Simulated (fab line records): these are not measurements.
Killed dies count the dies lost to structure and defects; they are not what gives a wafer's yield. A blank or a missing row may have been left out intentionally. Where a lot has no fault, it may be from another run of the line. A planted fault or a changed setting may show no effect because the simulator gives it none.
Split-lot trial	flow n5Finfet	7 lots, 21 wafers read, on a route of 1938 steps

== THE SPLIT ITSELF ==
At N5_SD_EPI_N_EXPOSE_06 (exposes mask SD N BLK, target cd 120 nm), the setting doseMj was moved away from the recipe's 39.75 on 5 of the 21 wafers read, by -7.4% to +3.2%. The other wafers ran this setting at the recipe's value.

== FROM THE SPLIT TO THE READING: what the file shows between them, 2 steps ==
- N5_SD_EPI_N_PEB_07: peb time 60 s
- N5_SD_EPI_N_DEVELOP_08: develop time 30 s

== THE READING ==
At N5_SD_EPI_N_CD_MEAS_09: cdNm in nanometres, against a target cd of 120 nm. Typical for fault-free wafers on this fab line: 120.1 nm, with standard deviation 0.61 nm.

wafer	tool, chamber at the split	doseMj as run	against the recipe	cdNm, nm	against lot-mates on the recipe
L075.1	arfiScanner-01, 0	39.75	recipe	119.2	-
L075.3	arfiScanner-01, 0	39.75	recipe	119.6	-
L075.4	arfiScanner-01, 0	39.75	recipe	119.4	-
L076.1	arfiScanner-03, 0	41.01	+3.2%	121.8	+1.8
L076.2	arfiScanner-03, 0	39.75	recipe	119.8	-
L076.6	arfiScanner-03, 0	39.75	recipe	120.3	-
L081.1	arfiScanner-01, 0	39.75	recipe	121.0	-
L081.3	arfiScanner-01, 0	36.8	-7.4%	116.0	-5.0
L081.6	arfiScanner-01, 0	36.8	-7.4%	115.5	-5.5
L083.1	arfiScanner-03, 0	39.75	recipe	119.8	-
L083.3	arfiScanner-03, 0	39.75	recipe	119.4	-
L083.4	arfiScanner-03, 0	39.75	recipe	119.8	-
L086.1	arfiScanner-02, 0	37.94	-4.6%	116.7	-3.2
L086.3	arfiScanner-02, 0	39.75	recipe	119.9	-
L086.5	arfiScanner-02, 0	39.75	recipe	119.9	-
L095.2	arfiScanner-02, 0	39.75	recipe	119.4	-
L095.5	arfiScanner-02, 0	39.75	recipe	119.6	-
L095.6	arfiScanner-02, 0	37	-6.9%	115.1	-4.4
L096.2	arfiScanner-03, 0	39.75	recipe	121.8	-
L096.3	arfiScanner-03, 0	39.75	recipe	121.1	-
L096.6	arfiScanner-03, 0	39.75	recipe	120.5	-

FIT RESULTS
A straight line over all 21 wafers: cdNm changes by +0.624 nm for each +1% of doseMj; r = +0.94; the points scatter about the line by 0.69 nm.
The same after taking each lot's own level away (the mean of its wafers on the recipe; 21 wafers): +0.676 nm for each +1%; r = +0.99; scatter 0.29 nm.
That fit puts the effect of the largest move of doseMj on the reading at 5 nm.
The span of the lots' own levels, 119.40 to 121.13 nm, comes to 2.8 times the standard deviation stated above.
Hence the lot-to-lot level has little effect on the slope; both slopes agree.
Check: with one of the wafers moved furthest among these (-7.4%) left out of the fit, the line predicts -5.08 nm for it against its lot-mates. Against them it came out at -5 nm.

== FURTHER SPLITS ON THESE WAFERS ==
Before the reading, these wafers also passed through other splits. Each is held against what the fit with the lots' levels taken away leaves over:
other split on the same wafers	wafers away from the commonest value	r with cdNm (lot level and that fit taken away)
N5_ZERO_LAYER_PECVD_02 timeS	9	+0.30
N5_ZERO_LAYER_COAT_05 spinRpm	9	+0.08
N5_ZERO_LAYER_EXPOSE_08 doseMj	6	+0.23
N5_ZERO_LAYER_DEVELOP_10 developTimeS	3	+0.01
N5_FIN_SAQP_DESCUM_21 timeS	11	-0.23
N5_FIN_CUT_ETCH_21 biasW	6	+0.11
N5_FIN_CUT_CUT_ETCH_15 timeS	5	+0.20

== THE FILE'S OWN FIT ==
cdNm changes by +0.668 nm for each +1% of doseMj, r = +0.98.
